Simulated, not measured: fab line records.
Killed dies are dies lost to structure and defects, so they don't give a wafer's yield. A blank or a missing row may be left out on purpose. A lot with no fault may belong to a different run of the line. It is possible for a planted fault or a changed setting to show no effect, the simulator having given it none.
Which of the tools did it? :: flow nand harc :: 6 lots with 18 wafers sampled at 3 steps, on a route of 1302 steps

== WHAT EACH GAUGE READ, for each wafer ==
NHARC_A_BLC_CD_MEAS_19.
lot: L302
measured: day 23 09:13
on: cd sem-03
cd nm (nm): 101 101 103

lot: L303
measured: day 23 15:02
on: cd sem-03
cd nm (nm): 98 100 100

lot: L309
measured: day 26 07:23
on: cd sem-01
cd nm (nm): 101 102 105

lot: L319
measured: day 30 01:59
on: cd sem-01
cd nm (nm): 101 110 101

lot: L321
measured: day 30 19:55
on: cd sem-03
cd nm (nm): 101 103 105

lot: L322
measured: day 31 09:34
on: cd sem-01
cd nm (nm): 106 98 99

== WHAT TOOL EACH LOT RAN ON (gives the tool, then ch and the chambers of the sampled wafers, and finally the start) ==
lot: L302
NHARC_A_CONTACT_ALD_18: ald metal-04 ch 0,2, day 23 06:04
NHARC_A_BLC_ETCH_16: rie diel-11 ch 0,1, day 23 08:20

lot: L303
NHARC_A_CONTACT_ALD_18: ald metal-02 ch 0,1,3, day 23 11:59
NHARC_A_BLC_ETCH_16: rie diel-07 ch 0,2, day 23 14:10

lot: L309
NHARC_A_CONTACT_ALD_18: ald metal-02 ch 0,1,3, day 26 04:14
NHARC_A_BLC_ETCH_16: rie diel-11 ch 0,1, day 26 06:30

lot: L319
NHARC_A_CONTACT_ALD_18: ald metal-02 ch 0,3, day 29 22:50
NHARC_A_BLC_ETCH_16: rie diel-11 ch 1,3, day 30 01:07

lot: L321
NHARC_A_CONTACT_ALD_18: ald metal-02 ch 1,2,3, day 30 16:52
NHARC_A_BLC_ETCH_16: rie diel-11 ch 1,2,3, day 30 19:02

lot: L322
NHARC_A_CONTACT_ALD_18: ald metal-04 ch 0,1, day 31 06:31
NHARC_A_BLC_ETCH_16: rie diel-11 ch 0,1,3, day 31 08:41
- NHARC_A_CONTACT_ALD_18: deposits TiN, target thk 3 nm, pulse time 1 s, ald cycles 150.
- NHARC_A_BLC_ETCH_16: etches the open film in CF4, target depth 39 nm, time 65 s.

== THE ANSWER, worked out from the rows above alone ==
Rule: the usual values come from the lots themselves. Put in order of their means at a reading, lots are off if they are a third of the lots or fewer, leave a main group of 4 or more, and stand apart from it by a gap of 3 or more times the standard deviation of the main group's means; of several such gaps the widest counts. If all means in a main group match to the digits the tables above print for the reading, that group is not used. A lot without any number at a reading at which 4 lots or more have one is off too. All remaining lots with rows at the step are treated as sound.
No lot is off at any reading shown: from this, nothing can be told.

== WHAT WAS PUT IN BY THE SIMULATOR ==
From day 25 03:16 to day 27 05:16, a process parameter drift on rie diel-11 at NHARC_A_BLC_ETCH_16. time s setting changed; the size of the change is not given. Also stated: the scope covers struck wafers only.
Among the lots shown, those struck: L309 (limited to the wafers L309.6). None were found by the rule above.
